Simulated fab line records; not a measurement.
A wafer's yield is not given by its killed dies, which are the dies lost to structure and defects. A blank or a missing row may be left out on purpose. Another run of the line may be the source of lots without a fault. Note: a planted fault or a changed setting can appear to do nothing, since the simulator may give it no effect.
fab line records	flow n5Finfet
record: lots: 24	wafers: 72	lastDay: 18
route steps=1938 shown BEOL_M1@765
lots untouched by any fault: they come from a run of this same line in which no faults occurred
startH: hours from the record's first day to the start of the lot's first wafer shown	waitH: time in hours since the lot's previous step	" as in the row above	L1.1+2: a single row standing in for several wafers	- no value, or no start was given	* or withheld: withheld	< > ~ a bound
route shown NAME@n: names a module that has steps shown in the file, with the first one's number in the route	usual: average and standard deviation across the fault-free wafers	same: alike in all rows	chamber/n: place in a boat	sites: the reading at each site	_std_site: their standard deviation	_edge_site: outer sites' mean less inner sites'	radiusMm: for every site, how far away it sits from the centre of the wafer	mask NAME#n: copy n	behind: the most recent tool/chamber to have shaped the wafer	hold: reason for holding the lot/hours on hold/outcome of the hold	device: names the non-switching transistor (n, p or np)	end of line: the route-end tests of the same wafers	a step with no rows: only its recipe	killed: the dies lost at the first sort to structure and to defects; this is not the yield of the wafer	map: a wafer's dies, marking killed ones x, the rest . and places with no die _
set.NAME: the setting as run; set.NAME@STEP: as run at that earlier step	model.NAME: the simulator's own value behind a step, which no gauge read
one table for each step of the route and one row for each wafer, over a sample of lots
services: the hour from which a tool's chamber was out of use, counted from the record's first day as startH (under 0 if before that day), plus the number of hours and why
== steps ==
step: N5_BEOL_M1_OVL_MEAS_12
recipe: pointsPerWafer: 522
usual: M1_OVL: -0.3/0.71
lot.wafer	tool	chamber	startH	waitH	M1_OVL[nm]
L074.1	overlay-01	0	130.57	0.0	-0.7
L074.4	"	0	"	"	0.0
L074.5	"	0	"	"	0.1
L075.3	overlay-02	0	136.38	0.0	-0.2
L075.5	"	0	"	"	-1.1
L075.6	"	0	"	"	0.2
L076.1	overlay-02	0	136.71	0.0	-0.9
L076.3	"	0	"	"	-0.2
L076.5	"	0	"	"	0.1
L078.1	overlay-01	0	148.76	0.0	-0.4
L078.4	"	0	"	"	0.1
L078.5	"	0	"	"	0.3
L077.1	overlay-02	0	157.59	0.0	0.2
L077.5	"	0	"	"	0.2
L077.6	"	0	"	"	1.0
L079.2	overlay-01	0	158.33	0.0	0.0
L079.4	"	0	"	"	-0.2
L079.6	"	0	"	"	-1.1
L080.1	overlay-02	0	163.03	0.0	-0.8
L080.2	"	0	"	"	-0.6
L080.5	"	0	"	"	-0.3
L081.1	overlay-01	0	166.79	0.0	0.1
L081.2	"	0	"	"	-0.2
L081.5	"	0	"	"	-1.1
L082.2	overlay-01	0	172.41	0.0	0.1
L082.4	"	0	"	"	-0.4
L082.5	"	0	"	"	-0.3
L083.1	overlay-01	0	176.74	0.0	0.8
L083.2	"	0	"	"	0.2
L083.5	"	0	"	"	-0.8
L084.1	overlay-02	0	187.28	0.0	-0.7
L084.4	"	0	"	"	0.1
L084.5	"	0	"	"	-1.3
L085.2	overlay-01	0	193.00	0.0	0.2
L085.5	"	0	"	"	0.4
L085.6	"	0	"	"	0.6
L087.3	overlay-02	0	195.60	0.0	0.8
L087.5	"	0	"	"	-0.1
L087.6	"	0	"	"	1.1
L086.1	overlay-02	0	202.68	0.0	-1.4
L086.3	"	0	"	"	-1.9
L086.4	"	0	"	"	-1.5
L088.1	overlay-01	0	208.37	0.0	-0.2
L088.2	"	0	"	"	-1.3
L088.3	"	0	"	"	-0.8
L089.1	overlay-02	0	211.94	0.0	-1.8
L089.4	"	0	"	"	-1.9
L089.6	"	0	"	"	-0.9
L090.1	overlay-01	0	220.19	0.0	-0.7
L090.4	"	0	"	"	-0.2
L090.5	"	0	"	"	-1.3
L091.1	overlay-02	0	223.23	0.0	0.2
L091.4	"	0	"	"	0.2
L091.5	"	0	"	"	0.0
L092.1	overlay-01	0	231.16	0.0	-0.7
L092.4	"	0	"	"	-1.2
L092.5	"	0	"	"	-0.3
L093.1	overlay-01	0	234.69	0.0	-0.8
L093.4	"	0	"	"	-0.1
L093.6	"	0	"	"	-0.4
L095.3	overlay-02	0	248.17	0.0	-0.4
L095.5	"	0	"	"	0.2
L095.6	"	0	"	"	-0.2
L094.1	overlay-02	0	250.92	0.0	-1.7
L094.5	"	0	"	"	-0.7
L094.6	"	0	"	"	-1.8
L096.1	overlay-02	0	256.80	0.0	0.2
L096.3	"	0	"	"	0.6
L096.5	"	0	"	"	0.4
L097.2	overlay-02	0	264.80	0.0	-0.3
L097.4	"	0	"	"	-0.2
L097.6	"	0	"	"	0.4
step: N5_BEOL_M1_TRENCH_ETCH_37
recipe: chemistry: C4F6/O2	targetDepthA: 552.07	target: SiOC	timeS: 29	ionEnergyEv: 250	pressureMtorr: 30	sourceW: 355	biasW: 185	Ar_flow_sccm: 300	C4F6_flow_sccm: 10	O2_flow_sccm: 10
usual: drypumpMotorCurrentA: 5.8/0.48	oesProductAu: 0.75/0.079	rfVppV: 668/7.5	showerheadPlenumPTorr: 2.84/0.089	throttleValvePct: 20.97/0.25
lot.wafer	tool	chamber	startH	waitH	drypumpMotorCurrentA	oesProductAu	rfHoursCounterH	rfVppV	showerheadPlenumPTorr	throttleValvePct
L074.1	rieDiel-05	2	-	-	5.5	0.71	228	658	2.81	20.79
L074.4	"	0	"	"	5.4	0.70	201	671	2.82	20.94
L074.5	"	3	"	"	5.6	0.72	-	674	2.82	21.33
L076.1	rieDiel-04	0	-	-	6.1	0.73	170	668	2.85	21.03
L076.3	"	2	"	"	5.5	0.77	158	672	2.95	20.86
L076.5	"	3	"	"	5.7	0.70	-	666	2.70	21.24
L075.3	rieDiel-05	1	-	-	6.7	0.71	197	675	2.82	21.06
L075.5	"	2	"	"	5.5	0.70	-	658	2.80	20.80
L075.6	"	1	"	"	6.7	0.72	-	675	2.82	21.06
L078.1	rieDiel-05	3	-	-	5.6	0.72	192	675	2.82	21.32
L078.4	"	2	"	"	5.5	0.71	234	659	2.80	20.78
L078.5	"	0	"	"	5.4	0.70	-	672	2.81	20.94
L077.1	rieDiel-02	1	-	-	5.9	0.99	1	671	3.04	20.52
L077.5	"	0	"	"	6.0	0.72	-	665	2.82	21.27
L077.6	"	1	"	"	5.9	0.98	-	673	3.04	20.50
L079.2	rieDiel-04	2	-	-	5.5	0.77	164	672	2.95	20.87
L079.4	"	3	"	"	5.6	0.71	236	663	2.70	21.26
L079.6	"	1	"	"	6.6	0.78	-	652	2.73	20.98
L080.1	rieDiel-02	3	-	-	4.8	0.74	183	661	2.84	21.13
L080.2	"	2	"	"	5.6	0.75	135	675	2.85	20.61
L080.5	"	2	"	"	5.6	0.75	-	676	2.85	20.61
L083.1	rieDiel-04	2	-	-	5.5	0.76	169	670	2.95	20.87
L083.2	"	0	"	"	6.1	0.72	180	666	2.84	21.03
L083.5	"	3	"	"	5.6	0.70	-	664	2.70	21.26
L081.1	rieDiel-05	3	-	-	5.6	0.71	200	674	2.82	21.32
L081.2	"	0	"	"	5.4	0.70	215	670	2.81	20.96
L081.5	"	3	"	"	5.6	0.71	-	676	2.82	21.33
L082.2	rieDiel-05	1	-	-	6.7	0.69	212	677	2.81	21.06
L082.4	"	3	"	"	5.6	0.71	204	675	2.81	21.34
L082.5	"	0	"	"	5.4	0.67	-	671	2.81	20.95
L084.1	rieDiel-04	2	-	-	5.5	0.74	176	672	2.94	20.89
L084.4	"	3	"	"	5.7	0.70	248	664	2.70	21.27
L084.5	"	2	"	"	5.5	0.75	-	670	2.94	20.87
L085.2	rieDiel-05	2	-	-	5.5	0.70	247	658	2.80	20.81
L085.5	"	0	"	"	5.4	0.69	-	671	2.81	20.97
L085.6	"	1	"	"	6.7	0.71	-	676	2.81	21.09
L087.3	rieDiel-04	1	-	-	6.6	0.76	168	651	2.73	21.03
L087.5	"	0	"	"	6.2	0.71	-	665	2.84	21.04
L087.6	"	3	"	"	5.7	0.70	-	663	2.69	21.28
L086.1	rieDiel-05	2	-	-	5.5	0.69	249	659	2.80	20.82
L086.3	"	3	"	"	5.6	0.71	206	675	2.81	21.36
L086.4	"	1	"	"	6.7	0.70	214	674	2.81	21.08
L090.1	rieDiel-02	0	-	-	6.0	0.70	227	663	2.81	21.27
L090.4	"	2	"	"	5.6	0.74	148	676	2.85	20.63
L090.5	"	1	"	"	5.9	0.92	-	673	3.03	20.54
L088.1	rieDiel-02	2	-	-	5.6	0.75	149	677	2.85	20.63
L088.2	"	3	"	"	4.8	0.72	201	660	2.84	21.17
L088.3	"	1	"	"	5.9	0.92	22	672	3.03	20.54
L089.1	rieDiel-04	3	-	-	5.7	1.01	1	675	3.03	20.90
L089.4	"	2	"	"	5.5	0.75	185	672	2.94	20.90
L089.6	"	1	"	"	6.6	0.75	-	653	2.72	21.02
L091.1	rieDiel-02	2	-	-	5.7	0.73	151	675	2.85	20.62
L091.4	"	0	"	"	6.0	0.70	229	663	2.81	21.28
L091.5	"	2	"	"	5.7	0.74	-	676	2.85	20.62
L092.1	rieDiel-05	0	-	-	5.4	0.68	234	670	2.80	20.98
L092.4	"	3	"	"	5.6	0.70	219	674	2.81	21.37
L092.5	"	1	"	"	6.8	0.69	-	675	2.81	21.11
L093.1	rieDiel-04	0	-	-	6.1	0.69	204	664	2.83	21.09
L093.4	"	2	"	"	5.5	0.74	190	672	2.94	20.88
L093.6	"	1	"	"	6.7	0.74	-	651	2.72	21.02
L095.3	rieDiel-04	3	-	-	5.7	0.96	9	674	3.03	20.89
L095.5	"	0	"	"	6.1	0.70	-	665	2.83	21.08
L095.6	"	1	"	"	6.6	0.74	-	651	2.72	21.04
L096.1	rieDiel-02	3	-	-	4.8	0.72	211	660	2.83	21.17
L096.3	"	1	"	"	5.9	0.90	32	672	3.02	20.54
L096.5	"	1	"	"	5.9	0.90	-	672	3.02	20.55
L094.1	rieDiel-05	2	-	-	5.5	0.92	10	658	2.79	20.47
L094.5	"	0	"	"	5.4	0.67	-	669	2.80	20.99
L094.6	"	3	"	"	5.6	0.70	-	673	2.81	21.35
L097.2	rieDiel-02	1	-	-	5.9	0.89	34	673	3.02	20.57
L097.4	"	0	"	"	6.0	0.68	-	665	2.80	21.28
L097.6	"	1	"	"	5.9	0.89	-	672	3.02	20.55
step: N5_BEOL_M1_STRIP_97
recipe: chemistry: N2/H2	timeS: 10	powerW: 450	tempC: 40	pressureMtorr: 20	rfFrequencyHz: 6e+07	biasPowerW: 7	n2FlowSccm: 200	h2FlowSccm: 200
usual: drypumpMotorCurrentA: 5.8/0.48	oesProductAu: 0.75/0.078	rfVppV: 59.2/0.87	showerheadPlenumPTorr: 2.53/0.084	throttleValvePct: 23.74/0.26
lot.wafer	tool	chamber	startH	waitH	drypumpMotorCurrentA	oesProductAu	rfHoursCounterH	rfVppV	showerheadPlenumPTorr	throttleValvePct
L074.1	rieDiel-05	2	-	-	5.5	0.71	228	59.3	2.51	23.77
L074.4	"	0	"	"	5.4	0.71	201	59.2	2.52	23.68
L074.5	"	3	"	"	5.6	0.73	-	59.0	2.52	24.01
L076.1	rieDiel-04	0	-	-	6.1	0.74	170	58.2	2.52	23.46
L076.3	"	2	"	"	5.5	0.77	158	58.4	2.64	23.56
L076.5	"	3	"	"	5.7	0.70	-	59.6	2.40	23.85
L075.3	rieDiel-05	1	-	-	6.7	0.71	197	59.1	2.52	23.81
L075.5	"	2	"	"	5.5	0.71	-	58.2	2.51	23.76
L075.6	"	1	"	"	6.8	0.71	-	60.4	2.52	23.81
L078.1	rieDiel-05	3	-	-	5.6	0.73	192	59.3	2.52	24.01
L078.4	"	2	"	"	5.5	0.71	234	59.7	2.50	23.76
L078.5	"	0	"	"	5.4	0.70	-	60.4	2.52	23.69
L077.1	rieDiel-02	1	-	-	5.9	0.99	1	59.1	2.72	23.30
L077.5	"	0	"	"	6.0	0.72	-	57.3	2.51	24.19
L077.6	"	1	"	"	5.9	0.99	-	60.9	2.72	23.31
L079.2	rieDiel-04	2	-	-	5.5	0.76	164	60.5	2.64	23.58
L079.4	"	3	"	"	5.6	0.70	236	59.3	2.39	23.86
L079.6	"	1	"	"	6.6	0.77	-	59.2	2.43	23.99
L080.1	rieDiel-02	3	-	-	4.8	0.73	183	57.2	2.53	23.88
L080.2	"	2	"	"	5.6	0.75	135	58.2	2.55	23.38
L080.5	"	2	"	"	5.6	0.75	-	59.7	2.55	23.37
L083.1	rieDiel-04	2	-	-	5.5	0.76	169	59.7	2.64	23.57
L083.2	"	0	"	"	6.1	0.72	180	58.9	2.52	23.48
L083.5	"	3	"	"	5.6	0.69	-	59.6	2.39	23.86
L081.1	rieDiel-05	3	-	-	5.6	0.71	200	59.2	2.51	24.04
L081.2	"	0	"	"	5.4	0.69	215	58.9	2.51	23.70
L081.5	"	3	"	"	5.6	0.71	-	60.1	2.51	24.03
L082.2	rieDiel-05	1	-	-	6.7	0.71	212	58.6	2.51	23.83
L082.4	"	3	"	"	5.6	0.72	204	59.7	2.51	24.04
L082.5	"	0	"	"	5.4	0.69	-	59.5	2.51	23.71
L084.1	rieDiel-04	2	-	-	5.5	0.75	176	60.5	2.63	23.58
L084.4	"	3	"	"	5.7	0.68	248	59.5	2.39	23.88
L084.5	"	2	"	"	5.5	0.75	-	59.9	2.63	23.58
L085.2	rieDiel-05	2	-	-	5.5	0.70	247	59.2	2.50	23.80
L085.5	"	0	"	"	5.4	0.68	-	60.4	2.51	23.71
L085.6	"	1	"	"	6.7	0.69	-	59.5	2.51	23.81
L087.3	rieDiel-04	1	-	-	6.6	0.77	168	58.2	2.43	24.01
L087.5	"	0	"	"	6.1	0.73	-	60.1	2.51	23.48
L087.6	"	3	"	"	5.7	0.69	-	57.7	2.39	23.89
L086.1	rieDiel-05	2	-	-	5.5	0.69	249	60.2	2.50	23.80
L086.3	"	3	"	"	5.6	0.72	206	60.4	2.51	24.05
L086.4	"	1	"	"	6.7	0.70	214	58.3	2.51	23.82
L090.1	rieDiel-02	0	-	-	6.0	0.70	227	59.4	2.51	24.21
L090.4	"	2	"	"	5.7	0.74	148	59.7	2.55	23.38
L090.5	"	1	"	"	5.9	0.92	-	59.1	2.71	23.32
L088.1	rieDiel-02	2	-	-	5.7	0.74	149	59.0	2.55	23.38
L088.2	"	3	"	"	4.8	0.72	201	59.1	2.52	23.91
L088.3	"	1	"	"	5.9	0.92	22	59.0	2.71	23.33
L089.1	rieDiel-04	3	-	-	5.6	1.02	1	60.1	2.71	23.54
L089.4	"	2	"	"	5.5	0.75	185	59.5	2.63	23.62
L089.6	"	1	"	"	6.6	0.76	-	58.0	2.43	24.01
L091.1	rieDiel-02	2	-	-	5.6	0.74	151	57.8	2.55	23.37
L091.4	"	0	"	"	6.0	0.70	229	58.8	2.51	24.21
L091.5	"	2	"	"	5.6	0.75	-	60.1	2.55	23.38
L092.1	rieDiel-05	0	-	-	5.4	0.68	234	59.2	2.51	23.73
L092.4	"	3	"	"	5.6	0.70	219	58.7	2.51	24.05
L092.5	"	1	"	"	6.8	0.69	-	58.8	2.50	23.85
L093.1	rieDiel-04	0	-	-	6.2	0.70	204	59.9	2.51	23.51
L093.4	"	2	"	"	5.5	0.74	190	60.9	2.63	23.58
L093.6	"	1	"	"	6.6	0.75	-	58.9	2.42	24.02
L095.3	rieDiel-04	3	-	-	5.7	0.96	9	59.0	2.70	23.52
L095.5	"	0	"	"	6.1	0.70	-	58.2	2.51	23.53
L095.6	"	1	"	"	6.6	0.75	-	58.8	2.42	24.02
L096.1	rieDiel-02	3	-	-	4.8	0.71	212	58.6	2.52	23.91
L096.3	"	1	"	"	5.9	0.89	32	61.3	2.71	23.34
L096.5	"	1	"	"	5.9	0.88	-	58.9	2.71	23.34
L094.1	rieDiel-05	2	-	-	5.5	0.92	10	57.0	2.49	23.49
L094.5	"	0	"	"	5.4	0.67	-	58.3	2.50	23.73
L094.6	"	3	"	"	5.6	0.70	-	59.1	2.50	24.07
L097.2	rieDiel-02	1	-	-	5.9	0.90	34	59.2	2.71	23.35
L097.4	"	0	"	"	6.1	0.70	-	57.4	2.50	24.23
L097.6	"	1	"	"	5.9	0.89	-	59.0	2.71	23.34
step: N5_BEOL_M1_ANNEAL_49
recipe: tempC: 400	timeS: 240	ambient: vacuum
usual: heaterPowerW: 770/72
lot.wafer	tool	chamber	startH	waitH	heaterPowerW
L074.1	pvdSputter-03	-	133.69	0.0	790
L074.4	"	-	"	"	736
L074.5	"	-	"	"	821
L076.1	pvdSputter-03	-	146.28	0.0	862
L076.3	"	-	"	"	788
L076.5	"	-	"	"	760
L075.3	pvdSputter-02	-	146.39	0.0	754
L075.5	"	-	"	"	760
L075.6	"	-	"	"	780
L078.1	pvdSputter-02	-	154.80	0.0	828
L078.4	"	-	"	"	791
L078.5	"	-	"	"	839
L077.1	pvdSputter-01	-	162.61	0.0	757
L077.5	"	-	"	"	725
L077.6	"	-	"	"	773
L079.2	pvdSputter-01	-	169.58	0.0	758
L079.4	"	-	"	"	629
L079.6	"	-	"	"	629
L080.1	pvdSputter-03	-	174.65	0.0	722
L080.2	"	-	"	"	855
L080.5	"	-	"	"	743
L083.1	pvdSputter-01	-	183.26	0.0	771
L083.2	"	-	"	"	720
L083.5	"	-	"	"	640
L081.1	pvdSputter-03	-	184.82	0.0	824
L081.2	"	-	"	"	741
L081.5	"	-	"	"	870
L082.2	pvdSputter-03	-	204.00	0.0	721
L082.4	"	-	"	"	826
L082.5	"	-	"	"	807
L084.1	pvdSputter-03	-	205.84	0.0	778
L084.4	"	-	"	"	724
L084.5	"	-	"	"	835
L085.2	pvdSputter-02	-	206.21	0.0	895
L085.5	"	-	"	"	799
L085.6	"	-	"	"	752
L087.3	pvdSputter-01	-	209.14	0.0	749
L087.5	"	-	"	"	620
L087.6	"	-	"	"	773
L086.1	pvdSputter-02	-	209.46	0.0	882
L086.3	"	-	"	"	844
L086.4	"	-	"	"	793
L090.1	pvdSputter-02	-	226.25	0.0	830
L090.4	"	-	"	"	777
L090.5	"	-	"	"	761
L088.1	pvdSputter-01	-	228.16	0.0	773
L088.2	"	-	"	"	718
L088.3	"	-	"	"	631
L089.1	pvdSputter-01	-	232.74	0.0	747
L089.4	"	-	"	"	793
L089.6	"	-	"	"	753
L091.1	pvdSputter-01	-	235.30	0.0	658
L091.4	"	-	"	"	775
L091.5	"	-	"	"	636
L092.1	pvdSputter-03	-	251.48	0.0	723
L092.4	"	-	"	"	858
L092.5	"	-	"	"	730
L093.1	pvdSputter-02	-	252.10	0.0	903
L093.4	"	-	"	"	832
L093.6	"	-	"	"	798
L095.3	pvdSputter-01	-	257.93	0.0	767
L095.5	"	-	"	"	743
L095.6	"	-	"	"	730
L096.1	pvdSputter-03	-	262.49	0.0	746
L096.3	"	-	"	"	791
L096.5	"	-	"	"	857
L094.1	pvdSputter-01	-	266.13	0.0	637
L094.5	"	-	"	"	745
L094.6	"	-	"	"	639
L097.2	pvdSputter-01	-	269.33	0.0	703
L097.4	"	-	"	"	638
L097.6	"	-	"	"	741
step: N5_BEOL_M1_SPUTTER_79
recipe: material: Cu	targetThkA: 45	tempC: -20	chamberPressurePa: 0.07	powerW: withheld	timeS: 8.29
usual: throttleValvePct: 29.5/0.77
lot.wafer	tool	chamber	startH	waitH	throttleValvePct
L074.1	pvdSputter-03	-	133.83	0.1	30.1
L074.4	"	-	"	"	29.2
L074.5	"	-	"	"	28.6
L076.1	pvdSputter-03	-	146.42	0.1	29.4
L076.3	"	-	"	"	30.4
L076.5	"	-	"	"	30.1
L075.3	pvdSputter-02	-	146.53	0.1	30.4
L075.5	"	-	"	"	30.4
L075.6	"	-	"	"	29.7
L078.1	pvdSputter-02	-	154.94	0.1	27.9
L078.4	"	-	"	"	29.6
L078.5	"	-	"	"	27.9
L077.1	pvdSputter-01	-	162.75	0.1	28.7
L077.5	"	-	"	"	29.7
L077.6	"	-	"	"	30.6
L079.2	pvdSputter-01	-	169.72	0.1	28.4
L079.4	"	-	"	"	30.0
L079.6	"	-	"	"	29.6
L080.1	pvdSputter-03	-	174.79	0.1	29.2
L080.2	"	-	"	"	29.9
L080.5	"	-	"	"	29.5
L083.1	pvdSputter-01	-	183.40	0.1	30.5
L083.2	"	-	"	"	30.0
L083.5	"	-	"	"	29.6
L081.1	pvdSputter-03	-	184.96	0.1	28.5
L081.2	"	-	"	"	29.2
L081.5	"	-	"	"	29.8
L082.2	pvdSputter-03	-	204.14	0.1	29.1
L082.4	"	-	"	"	28.8
L082.5	"	-	"	"	28.7
L084.1	pvdSputter-03	-	205.98	0.1	30.2
L084.4	"	-	"	"	29.2
L084.5	"	-	"	"	28.7
L085.2	pvdSputter-02	-	206.35	0.1	29.5
L085.5	"	-	"	"	29.5
L085.6	"	-	"	"	30.5
L087.3	pvdSputter-01	-	209.28	0.1	28.3
L087.5	"	-	"	"	29.5
L087.6	"	-	"	"	30.5
L086.1	pvdSputter-02	-	209.60	0.1	29.1
L086.3	"	-	"	"	28.0
L086.4	"	-	"	"	29.5
L090.1	pvdSputter-02	-	226.39	0.1	28.1
L090.4	"	-	"	"	30.4
L090.5	"	-	"	"	30.3
L088.1	pvdSputter-01	-	228.30	0.1	30.5
L088.2	"	-	"	"	29.5
L088.3	"	-	"	"	30.2
L089.1	pvdSputter-01	-	232.88	0.1	28.7
L089.4	"	-	"	"	30.7
L089.6	"	-	"	"	28.6
L091.1	pvdSputter-01	-	235.44	0.1	29.8
L091.4	"	-	"	"	30.6
L091.5	"	-	"	"	30.0
L092.1	pvdSputter-03	-	251.62	0.1	29.1
L092.4	"	-	"	"	29.7
L092.5	"	-	"	"	29.1
L093.1	pvdSputter-02	-	252.24	0.1	29.1
L093.4	"	-	"	"	28.0
L093.6	"	-	"	"	29.8
L095.3	pvdSputter-01	-	258.07	0.1	30.6
L095.5	"	-	"	"	28.6
L095.6	"	-	"	"	29.8
L096.1	pvdSputter-03	-	262.63	0.1	29.2
L096.3	"	-	"	"	30.3
L096.5	"	-	"	"	29.8
L094.1	pvdSputter-01	-	266.27	0.1	29.7
L094.5	"	-	"	"	28.6
L094.6	"	-	"	"	29.8
L097.2	pvdSputter-01	-	269.47	0.1	29.7
L097.4	"	-	"	"	29.8
L097.6	"	-	"	"	28.5
step: N5_BEOL_M1_SPUTTER_81
recipe: material: Cu	targetThkA: 45	tempC: -20	chamberPressurePa: 0.07	powerW: withheld	timeS: 8.29
usual: throttleValvePct: 29.5/0.77
lot.wafer	tool	chamber	startH	waitH	throttleValvePct
L074.1	pvdSputter-03	-	134.05	0.1	30.2
L074.4	"	-	"	"	29.0
L074.5	"	-	"	"	28.6
L076.1	pvdSputter-03	-	146.64	0.1	29.6
L076.3	"	-	"	"	30.3
L076.5	"	-	"	"	30.4
L075.3	pvdSputter-02	-	146.75	0.1	30.4
L075.5	"	-	"	"	30.4
L075.6	"	-	"	"	29.6
L078.1	pvdSputter-02	-	155.16	0.1	28.2
L078.4	"	-	"	"	29.6
L078.5	"	-	"	"	27.9
L077.1	pvdSputter-01	-	162.97	0.1	28.5
L077.5	"	-	"	"	30.0
L077.6	"	-	"	"	30.5
L079.2	pvdSputter-01	-	169.94	0.1	28.5
L079.4	"	-	"	"	29.8
L079.6	"	-	"	"	30.0
L080.1	pvdSputter-03	-	175.01	0.1	29.2
L080.2	"	-	"	"	29.7
L080.5	"	-	"	"	29.3
L083.1	pvdSputter-01	-	183.62	0.1	30.8
L083.2	"	-	"	"	29.9
L083.5	"	-	"	"	29.8
L081.1	pvdSputter-03	-	185.18	0.1	28.6
L081.2	"	-	"	"	29.3
L081.5	"	-	"	"	30.0
L082.2	pvdSputter-03	-	204.36	0.1	29.5
L082.4	"	-	"	"	28.7
L082.5	"	-	"	"	28.7
L084.1	pvdSputter-03	-	206.20	0.1	30.2
L084.4	"	-	"	"	29.1
L084.5	"	-	"	"	28.3
L085.2	pvdSputter-02	-	206.57	0.1	29.1
L085.5	"	-	"	"	29.8
L085.6	"	-	"	"	30.4
L087.3	pvdSputter-01	-	209.50	0.1	28.3
L087.5	"	-	"	"	29.6
L087.6	"	-	"	"	30.5
L086.1	pvdSputter-02	-	209.82	0.1	29.2
L086.3	"	-	"	"	28.2
L086.4	"	-	"	"	29.4
L090.1	pvdSputter-02	-	226.61	0.1	28.0
L090.4	"	-	"	"	30.4
L090.5	"	-	"	"	30.7
L088.1	pvdSputter-01	-	228.52	0.1	30.4
L088.2	"	-	"	"	29.9
L088.3	"	-	"	"	29.8
L089.1	pvdSputter-01	-	233.10	0.1	28.3
L089.4	"	-	"	"	30.4
L089.6	"	-	"	"	28.6
L091.1	pvdSputter-01	-	235.66	0.1	29.8
L091.4	"	-	"	"	30.7
L091.5	"	-	"	"	29.6
L092.1	pvdSputter-03	-	251.84	0.1	29.1
L092.4	"	-	"	"	29.7
L092.5	"	-	"	"	29.1
L093.1	pvdSputter-02	-	252.46	0.1	29.2
L093.4	"	-	"	"	28.0
L093.6	"	-	"	"	29.5
L095.3	pvdSputter-01	-	258.29	0.1	30.8
L095.5	"	-	"	"	28.5
L095.6	"	-	"	"	29.8
L096.1	pvdSputter-03	-	262.85	0.1	29.1
L096.3	"	-	"	"	30.3
L096.5	"	-	"	"	29.8
L094.1	pvdSputter-01	-	266.49	0.1	29.9
L094.5	"	-	"	"	28.7
L094.6	"	-	"	"	29.8
L097.2	pvdSputter-01	-	269.69	0.1	29.8
L097.4	"	-	"	"	29.8
L097.6	"	-	"	"	28.4
== services ==
tool	chamber	startH	hours	kind
rieDiel-02	1	137.73	-	clean
rieDiel-02	1	137.73	-	consumableReplace:focusRing
rieDiel-02	1	137.73	-	consumableReplace:showerhead
rieDiel-02	-	139.51	0.9	repair
pvdSputter-03	-	161.93	6.6	repair
pvdSputter-02	-	185.64	12.6	repair
rieDiel-02	0	202.66	7.8	repair
rieDiel-02	2	206.69	6.6	repair
rieDiel-05	2	209.91	-	clean
rieDiel-05	2	209.91	-	consumableReplace:focusRing
rieDiel-04	3	210.24	-	clean
rieDiel-04	3	210.24	-	consumableReplace:focusRing
rieDiel-04	3	210.24	-	consumableReplace:showerhead
rieDiel-04	3	210.24	16.8	scheduledDown
rieDiel-04	3	210.24	16.8	ventCycle
rieDiel-02	3	267.45	4.0	repair
== key ==
fault none
